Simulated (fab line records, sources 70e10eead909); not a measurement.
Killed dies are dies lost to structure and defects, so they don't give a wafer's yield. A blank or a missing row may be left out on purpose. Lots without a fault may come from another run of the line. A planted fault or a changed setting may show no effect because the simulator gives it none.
A struck lot beside a sound one | flow nand_harc | 41 steps out of a route of 1159
Sound: wafers L537.3, L537.4, L537.5. Struck: wafer L535.6. (L535.2, L535.5 of the same lot were not struck and are left out.) The cause comes at the end.
At each step with rows: each side's tool, then ch and its chambers, then its first start. Under that, the readings that differ: sound wafers | struck wafers | difference of the means | sigmas: that difference in standard deviations of wafers without a fault.
alike: readings whose means differ by less than 2 such deviations, and words and numbers that are the same on both sides. not compared: withheld readings, readings that some wafer has no value for, bounds like >300 that may hide the same value, and numbers for which the record gives no deviation and whose values overlap.
The two part at a step that has a row with sigmas, a row that says differs or no value, or rows on one side only. Numbers that don't overlap but have no deviation are shown without sigmas and don't part them. A reading that every wafer of one side lacks parts them only if that side has two wafers or more.

first, 7 steps without rows for these wafers: NHARC_P_M1_COAT_34 (time 65 s); NHARC_P_M1_COAT_03 (resist thk 90 nm); NHARC_P_M1_SOFTBAKE_04 (time 55 s); NHARC_P_M1_EBR_05; NHARC_P_M1_EXPOSE_06 (exposes mask P M1, target cd 130 nm); NHARC_P_M1_PEB_07 (peb time 65 s); NHARC_P_M1_DEVELOP_08 (develop time 35 s).
NHARC_P_M1_CD_MEAS_09: target cd 130 nm.
  sound on cd_sem-01 ch 0, day 9 13:55; struck on cd_sem-03 ch 0, day 9 01:39
  alike: cd_nm
NHARC_P_M1_OVL_MEAS_10: pitch 260 nm.
  sound on overlay-01, day 9 14:01; struck on overlay-02, day 9 01:44
  reading           | sound        | struck | difference | sigmas
  overlay_x_nm (nm) | 0.5 -0.6 0.2 | -2.0   | -2.0       | -3
  alike: overlay_y_nm
NHARC_P_M1_INSPECT_11:
  sound on defect_inspect-02, day 9 14:02; struck on defect_inspect-02, day 9 01:46
  alike: raw_defect_count
NHARC_P_M1_DESCUM_14: chemistry O2, time 3 s.
  sound on rie_diel-01 ch 1,2,3, day 9 14:06; struck on rie_diel-12 ch 0, day 9 01:50
  reading                         | sound          | struck | difference | sigmas
  showerhead_plenum_p_Torr (Torr) | 1.91 1.92 1.91 | 2.05   | +0.14      | +2
  alike: drypump_motor_current_A, oes_product_au, rf_vpp_V, throttle_valve_pct
  not compared: rf_hours_counter_h
then, 1 step without rows for these wafers: NHARC_P_M1_ETCH_35 (etches the open film in N2/H2, target depth 40 nm, overetch 12 nm, time 43.94 s).
NHARC_P_M1_ETCH_15: etches the open film in C4F8/Ar, target depth 182.5 nm, time 91.2 s.
  sound on rie_diel-01 ch 0,3, day 9 14:17; struck on rie_diel-12 ch 3, day 9 02:02
  alike: oes_product_au, rf_fwd_power_W, rf_vpp_V
  not compared: rf_hours_counter_h
NHARC_P_M1_CD_MEAS_16:
  sound on cd_sem-02, day 9 14:25; struck on cd_sem-02, day 9 02:08
  alike: cd_nm
then, 1 step without rows for these wafers: NHARC_P_M1_STRIP_18 (strips in N2/H2).
NHARC_P_M1_ETCH_28: etches the open film in CF4/N2, target depth 30 nm, time 72.99 s.
  sound on rie_diel-06 ch 2,3; struck on rie_diel-12 ch 3
  alike: drypump_motor_current_A, n2_flow_sccm, oes_product_au, rf_fwd_power_W, rf_vpp_V, showerhead_plenum_p_Torr, throttle_valve_pct
  not compared: rf_hours_counter_h
then, 2 steps without rows for these wafers: NHARC_P_M1_STRIP_19 (strips in post etch residue remover, time 600 s); NHARC_P_M1_DEGAS_29 (time 60 s).
NHARC_P_M1_PRE_CLEAN_30: time 30 s.
  sound on pvd_sputter-01; struck on pvd_sputter-01
  alike: heater_power_w
NHARC_P_M1_PVD_20: deposits TaN, target thk 5 nm, time 8.06 s.
  sound on pvd_sputter-01; struck on pvd_sputter-01
  alike: throttle_valve_pct
then, 4 steps without rows for these wafers: NHARC_P_M1_PVD_21 (deposits Cu, target thk 30 nm, time 20.49 s); NHARC_P_M1_ECD_22 (material Cu, target thk 400 nm); NHARC_P_M1_ANNEAL_31 (time 90 s); NHARC_P_M1_CMP_23 (polishes, t overpolish 20 s, target thk 157.82 nm).
NHARC_P_M1_THK_MEAS_24: measures by xrf.
  sound on film_metro-02, day 9 16:34; struck on film_metro-01, day 9 04:16
  alike: thk_nm
then, 2 steps without rows for these wafers: NHARC_P_M1_SRD_25; NHARC_P_M1_PRE_CLEAN_32 (time 12 s).
NHARC_P_M1_DEP_33: deposits SiCN, target thk 30 nm.
  sound on pecvd-02 ch 0,1,2, day 9 16:52; struck on pecvd-03 ch 1, day 9 04:37
  reading            | sound             | struck | difference | sigmas
  rf_fwd_power_W (W) | 444.9 448.4 450.1 | 451.1  | +3.3       | +2
  alike: heater_power_w
then, 10 steps without rows for these wafers: NHARC_P_M2_DEP_00 (deposits SiOC, target thk 182.5 nm); NHARC_P_M2_DEHYDRATE_01 (time 120 s); NHARC_P_M2_HMDS_02 (time 30 s); NHARC_P_M2_COAT_34 (time 65 s); NHARC_P_M2_COAT_03 (resist thk 90 nm); NHARC_P_M2_SOFTBAKE_04 (time 55 s); NHARC_P_M2_EBR_05; NHARC_P_M2_EXPOSE_06 (exposes mask P M2, target cd 170 nm); NHARC_P_M2_PEB_07 (peb time 65 s); NHARC_P_M2_DEVELOP_08 (develop time 35 s).
NHARC_P_M2_CD_MEAS_09: target cd 170 nm.
  sound on cd_sem-02 ch 0, day 9 18:01; struck on cd_sem-02 ch 0, day 9 05:50
  alike: cd_nm
NHARC_P_M2_OVL_MEAS_10: pitch 340 nm.
  sound on overlay-02, day 9 18:06; struck on overlay-02, day 9 05:55
  alike: overlay_x_nm, overlay_y_nm
-- the record jumps here: 14 days lie between the struck wafers' starts before and after (it left off in module P_M2 and takes up again in module END, whose first step shown is number 1159 of the route) --
NHARC_END_SORT_01:
  sound on prober-01 ch 0, day 23 12:20; struck on prober-01 ch 0, day 22 18:55
  reading                  | sound          | struck | difference | sigmas
  defect_limited_yield (%) | 94.5 94.5 96.6 | 84.9   | -10.3      | -6
  killed_at_periphery      | 0 2 3          | 73     | +71        | +36
  killed_dies              | 37 37 23       | 102    | +70        | +6
  sort_bin_2_pct (%)       | 2.2 1.8 1.2    | 7.5    | +5.8       | +8
  sort_bin_3_pct (%)       | 0.89 0.15 0.15 | 2.51   | +2.11      | +10
  sort_bin_4_pct (%)       | 2.4 3.5 2.1    | 5.0    | +2.3       | +2
  sort_n_pass              | 640 640 654    | 575    | -70        | -6
  sort_rim_yield_pct (%)   | 98.1 94.3 97.2 | 88.7   | -7.8       | -4
  sort_yield_pct (%)       | 94.5 94.5 96.6 | 84.9   | -10.3      | -6
  alike: killed_at_array, killed_at_other, killed_open, killed_short

WHERE THEY PART
First at NHARC_P_M1_OVL_MEAS_10; last, within this record, at NHARC_END_SORT_01.

WHY: what the simulator had put in
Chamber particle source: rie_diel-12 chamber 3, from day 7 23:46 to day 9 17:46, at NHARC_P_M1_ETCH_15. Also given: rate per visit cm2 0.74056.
